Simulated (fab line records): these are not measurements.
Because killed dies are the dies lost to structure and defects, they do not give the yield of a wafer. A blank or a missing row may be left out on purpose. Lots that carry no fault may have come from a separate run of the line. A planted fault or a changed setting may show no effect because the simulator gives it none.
Chamber matching + flow nand harc + 4 sister chambers for NHARC_A_M0_STRIP_18 on rie diel-08
The step strips in N2/H2. 16 wafers are shown with their chamber, then 8 later ones without.

== EACH WAFER AND ITS CHAMBER ==
| wafer  | chamber | drypump motor current A (A) | rf vpp V (V) | power w (W) |
|--------|---------|-----------------------------|--------------|-------------|
| L078.3 | 0       | 6.27                        | 89.8         | 1000.3      |
| L078.5 | 0       | 6.26                        | 91.0         | 999.1       |
| L078.6 | 3       | 5.42                        | 90.6         | 1000.9      |
| L080.1 | 1       | 5.63                        | 91.9         | 998.6       |
| L080.5 | 3       | 5.41                        | 90.3         | 999.0       |
| L080.6 | 2       | 5.92                        | 90.1         | 994.1       |
| L081.4 | 0       | 6.30                        | 90.1         | 999.6       |
| L081.5 | 3       | 5.42                        | 89.8         | 997.6       |
| L081.6 | 0       | 6.27                        | 89.5         | 998.4       |
| L082.3 | 0       | 6.28                        | 90.7         | 1003.4      |
| L082.4 | 2       | 5.94                        | 89.9         | 997.4       |
| L082.6 | 2       | 5.93                        | 89.0         | 1000.9      |
| L086.1 | 1       | 5.63                        | 93.1         | 998.4       |
| L086.3 | 3       | 5.41                        | 90.6         | 1003.5      |
| L086.5 | 0       | 6.25                        | 90.1         | 1000.3      |
| L093.2 | 1       | 5.62                        | 92.2         | 999.3       |

SIGNATURES, as means of the wafers listed above
| reading                 | chamber 0 | chamber 1 | chamber 2 | chamber 3 | scatter within a chamber |
|-------------------------|-----------|-----------|-----------|-----------|--------------------------|
| drypump motor current A | 6.2717    | 5.6267    | 5.9300    | 5.4150    | 0.0124                   |
| rf vpp V                | 90.200    | 92.400    | 89.667    | 90.325    | 0.537                    |
| power w                 | 1000.183  | 998.767   | 997.467   | 1000.250  | 2.2                      |
Rule: distance of a wafer from a chamber = root of the sum over the readings of ((wafer's reading minus chamber's mean) / reading's scatter) squared. If the next closest chamber is less than 2 further off than the closest, the wafer can't be placed; otherwise it belongs to the closest. The scatter is the square root of a quotient: the sum, over the shown wafers, of each reading's squared deviation from its chamber's mean, divided by wafers minus chambers.

== WAFERS WITHOUT THEIR CHAMBER ==
| wafer  | drypump motor current A (A) | rf vpp V (V) | power w (W) |
|--------|-----------------------------|--------------|-------------|
| L093.3 | 6.26                        | 89.1         | 1008.3      |
| L093.6 | 5.94                        | 91.8         | 1001.4      |
| L097.2 | 6.30                        | 89.3         | 1002.6      |
| L097.3 | 5.92                        | 89.1         | 999.4       |
| L097.6 | 5.92                        | 90.1         | 992.5       |
| L096.1 | 5.59                        | 91.4         | 998.7       |
| L096.3 | 6.29                        | 90.8         | 996.4       |
| L096.4 | 5.40                        | 90.7         | 997.8       |

== THE CHAMBER EACH PASSED THROUGH ==
| wafer  | from the rows above | in truth |
|--------|---------------------|----------|
| L093.3 | 0                   | 0        |
| L093.6 | 2                   | 2        |
| L097.2 | 0                   | 0        |
| L097.3 | 2                   | 2        |
| L097.6 | 2                   | 2        |
| L096.1 | 1                   | 1        |
| L096.3 | 0                   | 0        |
| L096.4 | 3                   | 3        |
Correct placement for 8 of the 8. Number that these rows cannot place: 0. 0 placed wrongly.
